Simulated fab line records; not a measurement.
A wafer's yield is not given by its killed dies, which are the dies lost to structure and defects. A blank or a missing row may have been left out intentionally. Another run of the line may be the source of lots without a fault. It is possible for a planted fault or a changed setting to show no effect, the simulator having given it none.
Matching of chambers + flow n5-finfet + N5_FIN_SAQP_PECVD_06 on pecvd-04: 3 sister chambers
The step deposits a-Si from SiH4/He, target thk 60 nm, time 48.1 s. 6 wafers are shown with their chamber, then 8 later ones without.

WAFERS, EACH WITH ITS CHAMBER
| wafer  | chamber | throttle-valve-pct (%) | heater-power-w (W) |
|--------|---------|------------------------|--------------------|
| L953.4 | 1       | 17.8                   | 773                |
| L955.5 | 0       | 19.2                   | 980                |
| L956.2 | 1       | 17.6                   | 853                |
| L956.3 | 2       | 16.5                   | 717                |
| L956.5 | 2       | 16.7                   | 728                |
| L964.3 | 0       | 19.2                   | 932                |

WAFERS WHOSE CHAMBER IS MISSING
| wafer  | throttle-valve-pct (%) | heater-power-w (W) |
|--------|------------------------|--------------------|
| L964.4 | 16.5                   | 835                |
| L964.6 | 17.9                   | 781                |
| L966.1 | 18.9                   | 822                |
| L966.5 | 17.5                   | 806                |
| L966.6 | 16.5                   | 823                |
| L969.1 | 18.0                   | 901                |
| L969.2 | 19.1                   | 833                |
| L969.3 | 16.3                   | 815                |

CHAMBER TAKEN BY EACH
| wafer  | from the rows above | in truth |
|--------|---------------------|----------|
| L964.4 | 2                   | 2        |
| L964.6 | 1                   | 1        |
| L966.1 | 0                   | 0        |
| L966.5 | 1                   | 1        |
| L966.6 | 2                   | 2        |
| L969.1 | 1                   | 1        |
| L969.2 | 0                   | 0        |
| L969.3 | 2                   | 2        |
Correctly placed: 8 of 8. Left unplaced by these rows: 0. Number placed wrongly: 0.
How it was worked out, from the rows above alone: a wafer's distance from a chamber is the root of the sum, over the readings, of the square of ((its reading less the chamber's mean) divided by the reading's scatter). If the next closest chamber is less than 2 further off than the closest, the wafer can't be placed; otherwise it belongs to the closest. The mean given for a chamber averages the wafers shown for that chamber. The scatter is the square root of a quotient: the sum, over the shown wafers, of each reading's squared deviation from its chamber's mean, divided by wafers minus chambers.
